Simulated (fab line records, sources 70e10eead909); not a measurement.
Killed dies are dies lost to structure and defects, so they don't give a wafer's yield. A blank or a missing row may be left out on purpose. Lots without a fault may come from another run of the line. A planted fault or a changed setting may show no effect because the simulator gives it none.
fab line records | flow nand_harc | part 1 of 2: steps 1 to 22 of 32
record lots=5 wafers=15 last_day=33
route steps=1302 shown A_CHANNEL_HOLE_D2@600 A_CHANNEL_FILL_D2@610
lots that met no fault: from a run of the same line without faults
start_h: hours from the record's first day to the start of the lot's first wafer shown | wait_h: hours since the lot's step before | " the same as in the row above | L1.1+2: a row that stands for several wafers | - no value, or no start given | * or withheld: withheld | < > ~ a bound
route shown NAME@n: a module of which the file shows steps, and the number in the route of the first | usual: mean/standard deviation of fault-free wafers | same: alike in all rows | chamber/n: place in a boat | sites: the reading at each site | _std_site: their standard deviation | _edge_site: outer sites' mean less inner sites' | radius_mm: how far each site lies from the wafer's centre | mask NAME#n: copy n | behind: the tool/chamber that last shaped the wafer | hold: why the lot was held/for how many hours/how that ended | device: the transistor (n, p or np) that didn't switch | end of line: the same wafers' tests at the end of the route | a step without rows: its recipe alone | killed: dies lost to structure and defects at the first sort, not the wafer's yield | map: a wafer's dies, x killed, . not, _ none there
set.NAME: the setting as run; set.NAME@STEP: as run at that earlier step | model.NAME: the simulator's own value behind a step, which no gauge read
lots at some steps of the route; a table a step, a row a wafer
services: from which hour (start_h, from the record's first day; less than 0 if before it) a tool's chamber was out of use, for how many hours, and why
## steps
# step NHARC_A_CHANNEL_HOLE_D2_STRIP_41
# recipe n2_flow_sccm=150 h2_flow_sccm=150 ar_flow_sccm=0 bias_w=0 chemistry=N2/H2
# columns lot.wafer tool chamber start_h wait_h
L077.1+4+5 rie_diel-08 2,0,1 320.73 0.5
L083.4+5+6 rie_diel-08 0,1,2 382.97 0.4
L085.4+3+5 rie_diel-09 3,1,3 401.65 0.4
L089.1+4+6 rie_diel-08 3,0,2 449.82 0.5
L097.4+2+1 rie_diel-13 1,3,0 529.25 0.4
# step NHARC_A_CHANNEL_HOLE_D2_STRIP_42
# recipe cf4_flow_sccm=100 chf3_flow_sccm=30 ar_flow_sccm=0 bias_w=0 chemistry=CF4/CHF3
# columns lot.wafer tool chamber start_h wait_h
L077.1+4+5 rie_diel-08 3,2,0 320.81 0.1
L083.4+6+5 rie_diel-08 1,0,1 383.04 0.1
L085.4+3+5 rie_diel-09 0,2,3 401.74 0.1
L089.1+4+6 rie_diel-08 1,3,1 449.91 0.1
L097.2+4+1 rie_diel-13 0,1,3 529.35 0.1
# step NHARC_A_CHANNEL_HOLE_D2_STRIP_43
# recipe o2_flow_sccm=400 cos_flow_sccm=20 ar_flow_sccm=0 bias_w=0 chemistry=O2/COS
# columns lot.wafer tool chamber start_h wait_h
L077.4+1+5 rie_diel-08 1,3,1 320.88 0.1
L083.4+5+6 rie_diel-08 0,2,3 383.10 0.1
L085.4+3+5 rie_diel-09 0,1,0 401.80 0.1
L089.1+4+6 rie_diel-08 3,1,2 449.97 0.1
L097.2+1+4 rie_diel-13 1,2,0 529.41 0.1
# step NHARC_A_CHANNEL_HOLE_D2_ETCH_44
# recipe target_depth_a=1400 overetch_a=140 time_s=77 ion_energy_ev=100 cf4_flow_sccm=80 o2_flow_sccm=20 ar_flow_sccm=0 rf_w=300 bias_w=100 chemistry=CF4/O2
# usual drypump_motor_current_A=5.6/0.39 o2_flow_sccm=20.00/0.062 oes_product_au=1.005/0.01 rf_vpp_V=197.9/1.8 showerhead_plenum_p_Torr=1.34/0.073 throttle_valve_pct=13.398/0.0098
# columns lot.wafer tool chamber start_h wait_h drypump_motor_current_A o2_flow_sccm oes_product_au rf_hours_counter_h rf_vpp_V showerhead_plenum_p_Torr throttle_valve_pct
L077.4 rie_diel-08 2 320.94 0.1 5.5 19.95 1.017 6.6 199.2 1.43 13.409
L077.1 " 3 " " 4.9 20.05 0.996 6.6 197.8 1.32 13.407
L077.5 " 2 " " 5.5 19.97 1.016 - 198.5 1.43 13.404
L083.4 rie_diel-08 3 383.17 0.1 5.0 20.03 0.995 0.1 196.9 1.32 13.416
L083.6 " 2 " " 5.5 19.97 1.011 - 200.2 1.43 13.406
L083.5 " 3 " " 4.9 19.98 1.000 - 198.7 1.32 13.411
L085.4 rie_diel-09 1 401.87 0.1 5.2 19.94 0.991 4.9 199.8 1.36 13.399
L085.3 " 2 " " 5.5 19.96 1.002 4.0 196.6 1.24 13.390
L085.5 " 0 " " 6.0 19.97 1.011 - 194.7 1.27 13.398
L089.1 rie_diel-08 3 450.03 0.1 5.0 20.01 1.006 4.0 197.9 1.32 13.416
L089.4 " 2 " " 5.5 20.00 1.018 3.9 201.6 1.43 13.406
L089.6 " 0 " " 5.5 19.92 0.998 - 196.9 1.28 13.410
L097.4 rie_diel-13 1 529.47 0.0 5.7 20.09 0.981 0.0 200.3 1.40 13.394
L097.2 " 3 " " 5.9 19.88 1.000 0.0 196.5 1.26 13.407
L097.1 " 0 " " 6.1 20.20 1.002 0.0 197.5 1.27 13.419
# step NHARC_A_CHANNEL_HOLE_D2_STRIP_28
# recipe o2_flow_sccm=500 ar_flow_sccm=0 bias_w=0 chemistry=O2
# usual drypump_motor_current_A=5.6/0.4 o2_flow_sccm=499.9/1.4 oes_product_au=1.004/0.011 rf_vpp_V=57.8/0.94 showerhead_plenum_p_Torr=3.51/0.17 throttle_valve_pct=17.036/0.0085
# columns lot.wafer tool chamber start_h wait_h drypump_motor_current_A o2_flow_sccm oes_product_au rf_hours_counter_h rf_vpp_V showerhead_plenum_p_Torr throttle_valve_pct
L077.1 rie_diel-08 1 - - 5.8 500.3 0.997 6.7 58.2 3.77 17.050
L077.4 " 2 " " 5.5 502.1 1.012 6.7 58.6 3.77 17.047
L077.5 " 1 " " 5.8 500.4 1.012 - 58.6 3.77 17.047
L083.4 rie_diel-08 1 - - 5.8 498.1 1.019 0.2 57.1 3.77 17.028
L083.5 " 3 " " 5.0 500.8 1.007 - 58.7 3.49 17.033
L083.6 " 0 " " 5.5 499.6 1.012 - 57.6 3.40 17.030
L085.3 rie_diel-09 0 - - 6.0 499.5 1.011 4.5 58.2 3.37 17.039
L085.4 " 2 " " 5.5 502.5 0.999 4.0 57.6 3.29 17.038
L085.5 " 1 " " 5.2 501.8 1.006 - 58.5 3.60 17.045
L089.4 rie_diel-08 3 - - 5.0 499.9 0.999 4.1 58.3 3.49 17.035
L089.1 " 1 " " 5.8 499.0 1.006 3.7 57.9 3.77 17.037
L089.6 " 0 " " 5.5 499.3 1.008 - 56.2 3.40 17.042
L097.2 rie_diel-13 1 - - 5.7 497.8 0.995 0.1 59.3 3.69 17.030
L097.1 " 2 " " 5.2 500.7 1.025 0.1 57.5 3.28 17.037
L097.4 " 0 " " 6.2 499.1 1.010 0.0 57.0 3.37 17.017
# step NHARC_A_CHANNEL_HOLE_D2_PRECLEAN_29
# recipe time_s=* temp_c=50 bath_age_min=0 chemistry=SC1
# usual bath_heat_duty_pct=6.9/0.77
# columns lot.wafer tool chamber start_h wait_h bath_heat_duty_pct
L077.4 wet_bench-06 2 321.60 - 6.2
L077.1 " 3 " " 6.9
L077.5 " 4 " " 4.9
L083.4 wet_bench-06 7 383.82 - 6.8
L083.5 " 0 " " 7.8
L083.6 " 1 " " 5.8
L085.5 wet_bench-06 2 402.52 - 6.6
L085.3 " 3 " " 7.2
L085.4 " 6 " " 7.9
L089.1 wet_bench-01 4 450.69 - 7.1
L089.6 " 7 " " 6.7
L089.4 " 0 " " 6.7
L097.1 wet_bench-02 2 530.13 - 6.4
L097.2 " 3 " " 7.3
L097.4 " 5 " " 7.7
# step NHARC_A_CHANNEL_HOLE_D2_SRD_30
# columns lot.wafer tool chamber start_h wait_h
L077.4+1+5 wet_bench-06 2,3,4 - -
L083.4+5+6 wet_bench-06 7,0,1 - -
L085.5+3+4 wet_bench-06 2,3,6 - -
L089.1+6+4 wet_bench-01 4,7,0 - -
L097.1+2+4 wet_bench-02 2,3,5 - -
# step NHARC_A_CHANNEL_HOLE_D2_CD_MEAS_31
# usual cd_nm=90.3/1.3
# columns lot.wafer tool chamber start_h wait_h cd_nm
L077.1 cd_sem-02 - 321.74 - 87.1
L077.4 " - " " 90.2
L077.5 " - " " 92.5
L083.4 cd_sem-01 - 383.96 - 88.5
L083.5 " - " " 89.6
L083.6 " - " " 92.3
L085.3 cd_sem-03 - 402.67 - 90.5
L085.4 " - " " 89.4
L085.5 " - " " 92.2
L089.1 cd_sem-01 - 450.82 - 88.8
L089.4 " - " " 92.5
L089.6 " - " " 89.9
L097.1 cd_sem-01 - 530.27 - 90.5
L097.2 " - " " 89.0
L097.4 " - " " 88.7
# step NHARC_A_CHANNEL_HOLE_D2_XSEM_32
# recipe landing_energy_ev=35000
# usual bot_cd_nm=74.8/1.4 bow_nm=8.63/0.22 tilt_deg=0.08/0.048
# same landing_energy_ev=35000
# columns lot.wafer tool chamber start_h wait_h bot_cd_nm bow_nm tilt_deg
L077.1 xsem-01 0 321.82 0.1 71.6 8.78 0.18
L077.4 " 0 " " 74.5 8.67 0.18
L077.5 " 0 " " 76.6 8.67 0.18
L083.4 xsem-02 0 384.05 0.1 73.7 8.99 0.12
L083.5 " 0 " " 74.8 8.91 0.12
L083.6 " 0 " " 77.1 8.96 0.12
L085.3 xsem-02 0 402.76 0.1 74.6 8.43 0.10
L085.4 " 0 " " 73.7 8.36 0.10
L085.5 " 0 " " 76.4 8.47 0.10
L089.1 xsem-01 0 450.91 0.1 73.5 8.88 0.05
L089.4 " 0 " " 76.9 8.83 0.05
L089.6 " 0 " " 74.9 8.89 0.05
L097.1 xsem-01 0 530.36 0.1 74.7 8.35 0.05
L097.2 " 0 " " 73.6 8.34 0.05
L097.4 " 0 " " 72.8 8.30 0.05
# step NHARC_A_CHANNEL_HOLE_D2_INSPECT_40
# usual raw_defect_count=302/90
# columns lot.wafer tool chamber start_h wait_h raw_defect_count
L077.1 defect_inspect-02 - 321.92 - 286
L077.4 " - " " 213
L077.5 " - " " 160
L083.4 defect_inspect-02 - 384.14 - 262
L083.5 " - " " 381
L083.6 " - " " 423
L085.3 defect_inspect-01 - 402.85 - 294
L085.4 " - " " 327
L085.5 " - " " 324
L089.1 defect_inspect-02 - 451.01 - 247
L089.4 " - " " 252
L089.6 " - " " 246
L097.1 defect_inspect-02 - 530.46 - 239
L097.2 " - " " 379
L097.4 " - " " 246
# step NHARC_A_CHANNEL_FILL_D2_PRECLEAN_00
# recipe time_s=* temp_c=50 bath_age_min=0 chemistry=SC1
# usual bath_heat_duty_pct=7.2/1
# columns lot.wafer tool chamber start_h wait_h bath_heat_duty_pct
L077.1 wet_bench-03 0 321.99 0.1 6.8
L077.4 " 1 " " 7.0
L077.5 " 2 " " 8.6
L083.4 wet_bench-07 3 384.20 0.1 7.0
L083.6 " 5 " " 7.1
L083.5 " 6 " " 7.0
L085.3 wet_bench-07 6 402.90 0.0 6.9
L085.4 " 1 " " 6.6
L085.5 " 2 " " 8.1
L089.4 wet_bench-03 7 451.06 0.0 10.5
L089.6 " 0 " " 6.5
L089.1 " 3 " " 6.7
L097.1 wet_bench-07 0 530.52 0.1 7.3
L097.4 " 1 " " 6.3
L097.2 " 3 " " 6.9
# step NHARC_A_CHANNEL_FILL_D2_SRD_01
# columns lot.wafer tool chamber start_h wait_h
L077.1+4+5 wet_bench-03 0,1,2 - -
L083.4+6+5 wet_bench-07 3,5,6 - -
L085.3+4+5 wet_bench-07 6,1,2 - -
L089.4+6+1 wet_bench-03 7,0,3 - -
L097.1+4+2 wet_bench-07 0,1,3 - -
# step NHARC_A_CHANNEL_FILL_D2_ALD_02
# recipe target_thk_a=60 pulse_time_s=10 ald_cycles=60 temp_c=300 material=SiO2
# usual heater_power_w=482/49 precursor_pulse_height_rel=1.000/0.019
# same pulse_time_s=10
# columns lot.wafer tool chamber start_h wait_h heater_power_w precursor_pulse_height_rel
L077.4 ald_hk-02 1 322.18 - 474 1.014
L077.1 " 3 " " 457 0.999
L077.5 " 1 " " 475 0.990
L083.4 ald_hk-02 1 384.48 - 524 0.984
L083.5 " 3 " " 445 0.966
L083.6 " 0 " " 561 1.012
L085.4 ald_hk-02 3 403.11 - 428 1.002
L085.3 " 0 " " 581 1.004
L085.5 " 3 " " 431 0.976
L089.1 ald_hk-02 0 451.80 - 590 1.016
L089.4 " 2 " " 386 0.996
L089.6 " 0 " " 568 1.011
L097.2 ald_hk-03 1 530.72 - 499 1.013
L097.1 " 2 " " 555 1.034
L097.4 " 3 " " 493 1.002
# step NHARC_A_CHANNEL_FILL_D2_ALD_03
# recipe target_thk_a=60 pulse_time_s=60 ald_cycles=58 temp_c=630 pressure_torr=2 material=SiNx
# usual precursor_pulse_height_rel=1.000/0.021
# same pulse_time_s=60
# columns lot.wafer tool chamber start_h wait_h precursor_pulse_height_rel
L077.1 ald_sin_batch-03 0 - - 0.990
L077.4 " 0 " " 0.983
L077.5 " 0 " " 0.993
L083.4 ald_sin_batch-03 0 - - 1.012
L083.5 " 0 " " 1.019
L083.6 " 0 " " 0.956
L085.3 ald_sin_batch-01 0 - - 0.983
L085.4 " 0 " " 1.004
L085.5 " 0 " " 1.004
L089.1 ald_sin_batch-01 0 - - 0.998
L089.4 " 0 " " 1.033
L089.6 " 0 " " 1.007
L097.1 ald_sin_batch-03 0 - - 0.979
L097.2 " 0 " " 0.986
L097.4 " 0 " " 1.017
# step NHARC_A_CHANNEL_FILL_D2_ALD_14
# recipe target_thk_a=25 pulse_time_s=10 ald_cycles=25 temp_c=300 material=SiO2
# usual heater_power_w=480/56 precursor_pulse_height_rel=0.997/0.022
# same pulse_time_s=10
# columns lot.wafer tool chamber start_h wait_h heater_power_w precursor_pulse_height_rel
L077.1 ald_hk-02 1 329.18 0.0 467 1.012
L077.4 " 2 " " 392 0.985
L077.5 " 2 " " 399 0.954
L083.4 ald_hk-01 1 391.38 0.1 512 0.997
L083.5 " 0 " " 427 1.012
L083.6 " 1 " " 514 0.969
L085.3 ald_hk-02 1 409.97 0.0 520 1.024
L085.4 " 2 " " 374 0.963
L085.5 " 1 " " 515 0.997
L089.4 ald_hk-02 2 458.74 0.1 382 1.022
L089.1 " 0 " " 586 1.018
L089.6 " 2 " " 373 1.011
L097.4 ald_hk-02 2 537.71 0.1 402 0.971
L097.1 " 3 " " 432 0.988
L097.2 " 0 " " 572 0.983
# step NHARC_A_CHANNEL_FILL_D2_ALD_15
# recipe target_thk_a=20 pulse_time_s=60 ald_cycles=19 temp_c=630 pressure_torr=2 material=SiNx
# usual precursor_pulse_height_rel=0.998/0.019
# same pulse_time_s=60
# columns lot.wafer tool chamber start_h wait_h precursor_pulse_height_rel
L077.1 ald_sin_batch-02 0 - - 1.001
L077.4 " 0 " " 0.976
L077.5 " 0 " " 1.006
L083.4 ald_sin_batch-02 0 - - 1.012
L083.5 " 0 " " 1.033
L083.6 " 0 " " 1.016
L085.3 ald_sin_batch-01 0 - - 0.985
L085.4 " 0 " " 0.981
L085.5 " 0 " " 1.000
L089.1 ald_sin_batch-03 0 - - 1.008
L089.4 " 0 " " 1.015
L089.6 " 0 " " 1.001
L097.1 ald_sin_batch-02 0 - - 0.987
L097.2 " 0 " " 0.968
L097.4 " 0 " " 0.984
# step NHARC_A_CHANNEL_FILL_D2_ALD_16
# recipe target_thk_a=15 pulse_time_s=10 ald_cycles=15 temp_c=300 material=SiO2
# usual heater_power_w=483/55 precursor_pulse_height_rel=0.998/0.017
# same pulse_time_s=10
# columns lot.wafer tool chamber start_h wait_h heater_power_w precursor_pulse_height_rel
L077.1 ald_hk-02 1 334.36 0.0 484 1.010
L077.4 " 0 " " 571 0.988
L077.5 " 1 " " 474 1.009
L083.4 ald_hk-02 0 396.58 0.1 588 1.002
L083.5 " 3 " " 424 0.999
L083.6 " 0 " " 577 0.989
L085.4 ald_hk-02 0 415.14 0.1 596 1.001
L085.3 " 2 " " 376 1.021
L085.5 " 3 " " 440 0.997
L089.4 ald_hk-02 2 463.88 0.0 379 1.014
L089.1 " 1 " " 510 0.980
L089.6 " 2 " " 379 1.016
L097.1 ald_hk-02 1 544.15 1.4 491 0.999
L097.2 " 2 " " 392 1.001
L097.4 " 3 " " 432 1.011
# step NHARC_A_CHANNEL_FILL_D2_ANNEAL_17
# recipe temp_c=850 time_s=1800
# usual spike_tc_top_C=859/3.1
# columns lot.wafer tool chamber start_h wait_h spike_tc_top_C
L077.1 furnace-05 0 338.68 - 856
L077.4 " 0 " " 856
L077.5 " 0 " " 857
L083.4 furnace-05 0 399.92 - 858
L083.5 " 0 " " 857
L083.6 " 0 " " 856
L085.3 furnace-07 0 417.94 - 864
L085.4 " 0 " " 863
L085.5 " 0 " " 863
L089.1 furnace-08 0 467.28 - 860
L089.4 " 0 " " 861
L089.6 " 0 " " 859
L097.1 furnace-05 0 549.31 - 858
L097.2 " 0 " " 856
L097.4 " 0 " " 857
# step NHARC_A_CHANNEL_FILL_D2_CVD_18
# recipe target_thk_a=30 temp_c=550 material=poly-Si
# usual spike_tc_top_C=574.8/1.1
# columns lot.wafer tool chamber start_h wait_h spike_tc_top_C
L077.1 lpcvd_poly-01 0 345.14 - 574.5
L077.4 " 0 " " 575.3
L077.5 " 0 " " 574.3
L083.4 lpcvd_poly-01 0 408.60 - 574.8
L083.5 " 0 " " 573.5
L083.6 " 0 " " 574.5
L085.3 lpcvd_poly-01 0 424.43 - 576.1
L085.4 " 0 " " 573.5
L085.5 " 0 " " 574.6
L089.1 lpcvd_poly-01 0 473.81 - 575.7
L089.4 " 0 " " 574.4
L089.6 " 0 " " 574.0
L097.1 lpcvd_poly-02 0 555.74 - 574.1
L097.2 " 0 " " 575.2
L097.4 " 0 " " 575.1
# step NHARC_A_CHANNEL_FILL_D2_ETCHBACK_19
# recipe target_depth_a=50 time_s=1.7 hbr_flow_sccm=150 cl2_flow_sccm=50 rf_w=400 icp_w=400 bias_w=100 chemistry=HBr/Cl2
# usual drypump_motor_current_A=5.7/0.36 hbr_flow_sccm=150.0/0.43 oes_product_au=1.001/0.01 throttle_valve_pct=26.406/0.0094
# columns lot.wafer tool chamber start_h wait_h drypump_motor_current_A hbr_flow_sccm oes_product_au rf_hours_counter_h throttle_valve_pct
L077.4 rie_si-06 1 347.22 0.4 6.0 150.6 0.997 0.4 26.410
L077.1 " 2 " " 5.4 149.9 0.996 0.5 26.410
L077.5 " 0 " " 5.1 150.1 0.987 - 26.400
L083.4 rie_si-06 0 410.64 0.4 5.1 150.0 0.997 1.0 26.406
L083.6 " 0 " " 5.1 149.8 0.988 - 26.397
L083.5 " 1 " " 6.0 149.9 0.999 - 26.412
L085.4 rie_si-03 1 426.50 0.4 5.8 150.3 1.012 0.1 26.413
L085.3 " 3 " " 6.4 150.2 0.996 0.1 26.409
L085.5 " 1 " " 5.7 149.6 1.014 - 26.400
L089.1 rie_si-05 1 475.89 0.4 6.2 149.9 1.004 1.2 26.393
L089.4 " 2 " " 5.9 150.1 1.019 1.1 26.405
L089.6 " 0 " " 5.8 149.8 0.993 - 26.393
L097.2 rie_si-05 2 557.79 0.4 5.8 150.4 1.016 0.3 26.425
L097.4 " 0 " " 5.8 150.1 0.997 0.3 26.411
L097.1 " 1 " " 6.2 149.6 1.009 0.3 26.409
# step NHARC_A_CHANNEL_FILL_D2_ETCHBACK_20
# recipe target_depth_a=270 time_s=13.5 c4f8_flow_sccm=withheld o2_flow_sccm=8 ar_flow_sccm=withheld rf_w=600 bias_w=1500 chemistry=C4F8/O2/Ar
# usual oes_product_au=0.978/0.027 rf_vpp_V=977/5.9
# columns lot.wafer tool chamber start_h wait_h oes_product_au rf_hours_counter_h rf_vpp_V
L077.1 rie_diel-12 3 347.33 - 0.990 2 980
L077.4 " 1 " " 0.985 2 977
L077.5 " 3 " " 0.995 - 980
L083.4 rie_diel-10 0 410.76 - 0.986 5 987
L083.5 " 0 " " 0.977 - 986
L083.6 " 1 " " 1.019 - 988
L085.4 rie_diel-04 2 426.62 - 1.001 10 969
L085.3 " 1 " " 0.983 9 972
L085.5 " 2 " " 1.009 - 969
L089.1 rie_diel-12 1 476.03 - 1.016 0 975
L089.4 " 2 " " 1.011 0 969
L089.6 " 0 " " 1.006 - 975
L097.1 rie_diel-12 0 557.91 - 0.932 2 974
L097.4 " 1 " " 0.938 2 976
L097.2 " 3 " " 0.907 2 982
# step NHARC_A_CHANNEL_FILL_D2_STRIP_28
# recipe time_s=20 o2_flow_sccm=500 ar_flow_sccm=0 bias_w=0 chemistry=O2
# usual drypump_motor_current_A=5.61/0.27 o2_flow_sccm=499.9/1.5 oes_product_au=0.998/0.0097 rf_vpp_V=57.8/0.88 showerhead_plenum_p_Torr=3.51/0.15 throttle_valve_pct=17.037/0.0096
# columns lot.wafer tool chamber start_h wait_h drypump_motor_current_A o2_flow_sccm oes_product_au rf_hours_counter_h rf_vpp_V showerhead_plenum_p_Torr throttle_valve_pct
L077.1 rie_diel-12 3 347.42 0.1 5.73 499.5 0.999 2 58.1 3.60 17.028
L077.4 " 0 " " 5.50 498.7 1.002 2 56.9 3.42 17.049
L077.5 " 1 " " 5.67 498.3 0.988 - 58.9 3.47 17.043
L083.4 rie_diel-10 0 410.86 0.1 5.72 499.1 0.977 5 59.4 3.73 17.040
L083.5 " 1 " " 5.54 498.9 1.003 - 56.0 3.74 17.039
L083.6 " 2 " " 5.03 498.4 0.964 - 57.5 3.56 17.045
L085.3 rie_diel-04 0 426.72 0.1 6.54 499.4 0.998 10 58.0 3.69 17.063
L085.4 " 2 " " 5.82 498.2 0.990 10 57.8 3.31 17.025
L085.5 " 0 " " 6.55 500.2 0.993 - 57.3 3.69 17.031
L089.4 rie_diel-12 3 476.10 0.1 5.74 502.1 0.994 0 60.0 3.60 17.051
L089.1 " 1 " " 5.65 498.3 1.005 0 57.8 3.47 17.048
L089.6 " 3 " " 5.73 501.4 0.996 - 58.1 3.60 17.047
L097.4 rie_diel-12 0 558.01 0.1 5.50 497.9 1.002 2 56.0 3.42 17.051
L097.1 " 1 " " 5.65 498.4 1.005 2 57.4 3.47 17.040
L097.2 " 3 " " 5.73 499.0 0.983 2 58.5 3.60 17.018
